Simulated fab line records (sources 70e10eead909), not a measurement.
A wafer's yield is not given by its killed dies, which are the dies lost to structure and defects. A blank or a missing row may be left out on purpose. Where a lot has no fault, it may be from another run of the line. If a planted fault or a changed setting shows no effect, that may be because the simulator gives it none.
Comparing a struck lot with a sound one / flow nand harc / 15 out of 1159 route steps
Sound: the wafers L289.3, L289.4, L289.6. Struck: wafer L292.5 (left out: L292.3, a lot-mate that was not struck); the cause follows at the end.
Each step with rows lists, per side, the tool, then ch with its chambers, then its first start. Under that, the readings that differ: sound wafers / struck wafers / difference of the means / sigmas: that difference in standard deviations of wafers without a fault.
alike: readings whose means differ by less than 2 such deviations, and words and numbers that are the same on both sides. not compared: withheld readings, readings that some wafer has no value for, bounds like >300 that may hide the same value, and numbers for which the record gives no deviation and whose values overlap.
Wherever a step has rows on one side only, a row that says differs or no value, or a row with sigmas, the two part there. Numbers that don't overlap but have no deviation are shown without sigmas and don't part them. A reading that every wafer of one side lacks parts them only if that side has two wafers or more.

first, 1 step without rows for these wafers: NHARC_A_ONON_D1_DEP_12 (target thk 1000 nm).
NHARC_A_ONON_D1_THK_MEAS_14: measures by ellipsometry.
  sound on film metro-01, day 7 23:02; struck on film metro-02, day 9 01:56
  alike: thk nm
then, 2 steps without rows for these wafers: NHARC_A_ONON_D1_ANNEAL_15 (time 3600 s); NHARC_A_ONON_D1_DEP_16 (target thk 1000 nm).
NHARC_A_ONON_D1_THK_MEAS_18: measures by ellipsometry.
  sound on film metro-02, day 8 06:08; struck on film metro-01, day 9 08:58
  alike: thk nm
next comes 1 step that has no rows for these wafers: NHARC_A_ONON_D1_DEP_19 (target thickness 1000 nm).
NHARC_A_ONON_D1_THK_MEAS_21: measures by ellipsometry.
  sound on film metro-01, day 8 06:43; struck on film metro-01, day 9 09:39
  alike: thk nm
next comes 1 step that has no rows for these wafers: NHARC_A_ONON_D1_DEP_22 (target thickness 1000 nm).
NHARC_A_ONON_D1_THK_MEAS_24: measures by ellipsometry.
  sound on film metro-02, day 8 07:17; struck on film metro-01, day 9 10:13
  alike: thk nm
next comes 1 step that has no rows for these wafers: NHARC_A_ONON_D1_DEP_25 (target thickness 1000 nm).
NHARC_A_ONON_D1_THK_MEAS_27: measures by ellipsometry.
  sound on film metro-02, day 8 07:51; struck on film metro-01, day 9 10:48
  alike: thk nm
NHARC_A_ONON_D1_DEP_28: target thk 1000 nm.
  sound on pecvd onon-02 ch 0, day 8 08:01; struck on pecvd onon-02 ch 0, day 9 10:59
NHARC_A_ONON_D1_THK_MEAS_30: measures by ellipsometry.
  sound on film metro-01, day 8 08:25; struck on film metro-02, day 9 11:22
reading=thk nm (nm); sound=989 988 988; struck=1921; difference=+933; sigmas=+98
NHARC_A_ONON_D1_DEP_33: deposits SiO2, target thk 200 nm.
  sound on pecvd-01 ch 1,2, day 8 08:28; struck on pecvd-01 ch 0, day 9 11:43
reading=throttle valve pct (%); sound=15.5 15.9 15.4; struck=16.8; difference=+1.2; sigmas=+2
  alike: heater power w
-- record jumps: 12 days between struck wafers' starts before vs after; left off in module A_ONON_D1, resumes in module END, first step shown is number 1159 of the route --
NHARC_END_SORT_01:
  only the struck wafers appear in the record here, on prober-02 ch 0 at day 21 16:06; the sound ones have no rows

== WHERE THEY PART ==
First at NHARC_A_ONON_D1_THK_MEAS_30; last, within this record, at NHARC_END_SORT_01.

WHY: whatever the simulator had introduced
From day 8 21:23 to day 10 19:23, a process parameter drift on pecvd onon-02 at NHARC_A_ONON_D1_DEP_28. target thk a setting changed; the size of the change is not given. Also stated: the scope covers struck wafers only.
